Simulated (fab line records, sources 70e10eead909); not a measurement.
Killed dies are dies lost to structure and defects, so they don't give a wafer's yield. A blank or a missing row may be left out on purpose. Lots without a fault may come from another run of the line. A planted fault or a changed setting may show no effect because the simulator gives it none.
Chamber matching | flow nand_harc | NHARC_A_WL_FILL_ALD_19 on ald_metal-03: 4 sister chambers
The step deposits TiN, target thk 2 nm, pulse time 3 s, ald cycles 100. 4 wafers are shown with their chamber, then 8 later ones without.

WAFERS WITH THEIR CHAMBER
wafer  | chamber | heater_power_w (W)
L074.6 | 3       | 976
L084.5 | 1       | 1038
L084.6 | 0       | 1034
L089.1 | 2       | 955

WAFERS WITHOUT THEIR CHAMBER
wafer  | heater_power_w (W)
L089.2 | 994
L089.5 | 965
L091.1 | 1059
L091.3 | 963
L091.4 | 997
L094.3 | 974
L094.4 | 966
L094.6 | 1012

WHICH CHAMBER EACH WENT THROUGH
wafer  | from the rows above               | in truth
L089.2 | can't be placed: 3 or 2 or 0 or 1 | 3
L089.5 | can't be placed: 2 or 3           | 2
L091.1 | can't be placed: 1 or 0           | 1
L091.3 | can't be placed: 2 or 3           | 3
L091.4 | can't be placed: 3 or 0 or 1 or 2 | 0
L094.3 | can't be placed: 3 or 2           | 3
L094.4 | can't be placed: 3 or 2           | 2
L094.6 | can't be placed: 0 or 1 or 3      | 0
Placed correctly: 0 of 8. Can't be placed from these rows: 8 (the true chamber is among the candidates in 8). Placed wrongly: 0.
How it was worked out, from the rows above alone: a wafer's distance from a chamber is the root of the sum, over the readings, of the square of ((its reading less the chamber's mean) divided by the reading's scatter). The wafer belongs to the nearest chamber; if the next one is less than 2 further off, it can't be placed. A chamber's mean is the mean of its shown wafers. The scatter: with one shown wafer a chamber, the root of the mean of the squares of how far each hidden wafer lies from its nearest shown one.
